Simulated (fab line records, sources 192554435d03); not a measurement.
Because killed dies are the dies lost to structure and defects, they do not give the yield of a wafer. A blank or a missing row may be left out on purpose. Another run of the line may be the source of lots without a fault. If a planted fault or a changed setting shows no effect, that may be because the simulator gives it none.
The same fault as seen by 2 desks -- flow n5Finfet -- numbers are kept per desk, each desk with only its own; the story behind them comes last

METROLOGY DESK
Lot by lot, what the gauges showed, no matter which tool ran the lot: averages of those sampled wafers that carry a number. If a lot's mean is further than 4 standard deviations from the usual mean, the lot is out of limits and carries the mark OUT (the distance appears in the brackets).
Columns: A = M5_ILD_THK at N5_BEOL_M5_THK_MEAS_01, usual 120.7 nm; B = M5_OVL at N5_BEOL_M5_OVL_MEAS_12, usual -0.4 nm
lot,first seen here,A,B
L809,day 8 19:11,120.0,-1.0
L808,day 8 20:25,120.2,-0.6
L810,day 9 09:46,120.0,-0.3
L812,day 9 16:36,122.4,0.8
L815,day 10 02:25,120.7,0.1
L816,day 10 12:07,123.9,0.2
L814,day 10 15:17,121.5,-0.7
L818,day 10 22:20,120.5,-0.9
L819,day 11 10:15,118.2,-0.2
L821,day 12 01:55,120.3,-0.8
L822,day 12 06:01,120.3,-0.6
L823,day 12 15:40,122.3,-0.5
L828,day 13 14:05,122.3,0.0
L829,day 13 21:52,119.7,0.0
This desk found nothing out of limits on any of the 14 lots.

TOOL OWNER'S DESK, lithoTrack-05
The tool's own readings at N5_BEOL_M5_COAT_05 (resist thk 30 nm): means of the sampled wafers that have a number, for each lot that ran on this tool. If a lot's mean is further than 4 standard deviations from the usual mean, the lot is out of limits and carries the mark OUT (the distance appears in the brackets).
Columns: A = exhaustPa at N5_BEOL_M5_COAT_05, usual 45.0 Pa; B = spinSpeedRpm at N5_BEOL_M5_COAT_05, usual 1500.1 rpm
lot,first seen here,A,B
L809,day 8 20:46,44.9,1500.7
L815,day 10 04:59,45.7,1465.3 (-36) OUT
L814,day 10 17:31,44.0,1465.3 (-36) OUT
This desk's verdict: out of limits on L814, L815, starting with L815 at day 10 04:59 (spinSpeedRpm at N5_BEOL_M5_COAT_05). Within limits: L809.

TAKEN TOGETHER
On L814, L815, at day 10 04:59, an alarm was possible from the tool owner's desk.
At the metrology desk, nothing out of limits was observed.
The metrology desk has L814, L815 on record, within its limits.
The lots listed all ran N5_BEOL_M5_COAT_05 on lithoTrack-05.

WHAT THE SIMULATOR HAD PUT IN
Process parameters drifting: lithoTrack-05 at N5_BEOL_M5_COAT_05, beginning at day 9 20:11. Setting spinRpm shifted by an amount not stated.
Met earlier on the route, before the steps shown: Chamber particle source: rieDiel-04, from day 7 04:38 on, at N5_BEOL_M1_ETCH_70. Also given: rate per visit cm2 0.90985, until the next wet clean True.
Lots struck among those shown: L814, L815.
Time in hours from fault onset to the first out-of-limits reading at each desk: the tool owner's desk, 9.
